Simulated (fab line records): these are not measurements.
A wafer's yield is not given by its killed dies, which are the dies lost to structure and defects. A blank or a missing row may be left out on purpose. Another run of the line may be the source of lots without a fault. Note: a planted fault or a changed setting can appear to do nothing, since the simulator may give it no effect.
Matching of chambers -- flow nand-harc -- rie-diel-01 running NHARC_A_BONDPAD_ETCH_34: 4 sister chambers
The step etches the open film in N2/H2, target depth 60 nm, overetch 18 nm, time 65.91 s. 8 wafers are shown with their chamber, then 8 later ones without.

EACH WAFER AND ITS CHAMBER
wafer,chamber,drypump-motor-current-A (A),rf-vpp-V (V)
L609.2,0,5.2,431.5
L610.2,1,6.3,429.7
L610.4,2,5.3,428.7
L610.6,2,5.2,428.2
L611.1,3,5.3,429.6
L611.2,1,6.3,429.7
L611.4,0,5.1,431.4
L613.3,3,5.3,428.0

WAFERS MISSING THEIR CHAMBER
wafer,drypump-motor-current-A (A),rf-vpp-V (V)
L613.4,6.3,428.7
L613.6,5.2,428.4
L619.3,5.2,427.4
L619.4,5.1,430.5
L619.5,5.3,428.6
L625.1,6.3,429.7
L625.3,5.3,429.1
L625.5,5.1,430.6

EACH ONE'S CHAMBER
wafer,from the rows above,in truth
L613.4,1,1
L613.6,can't be placed: 2 or 3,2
L619.3,can't be placed: 2 or 3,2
L619.4,0,0
L619.5,can't be placed: 3 or 2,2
L625.1,1,1
L625.3,can't be placed: 3 or 2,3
L625.5,0,0
Correctly placed: 4 of 8. From these rows, 4 cannot be placed; in 4 the true chamber is one of the candidates. Wrongly placed: 0.
How it was worked out, from the rows above alone: a wafer's distance from a chamber is the root of the sum, over the readings, of the square of ((its reading less the chamber's mean) divided by the reading's scatter). The wafer belongs to the nearest chamber; if the next one is less than 2 further off, it can't be placed. For every chamber, the mean is computed from those of its wafers that are shown. The scatter is the square root of a quotient: the sum, over the shown wafers, of each reading's squared deviation from its chamber's mean, divided by wafers minus chambers.
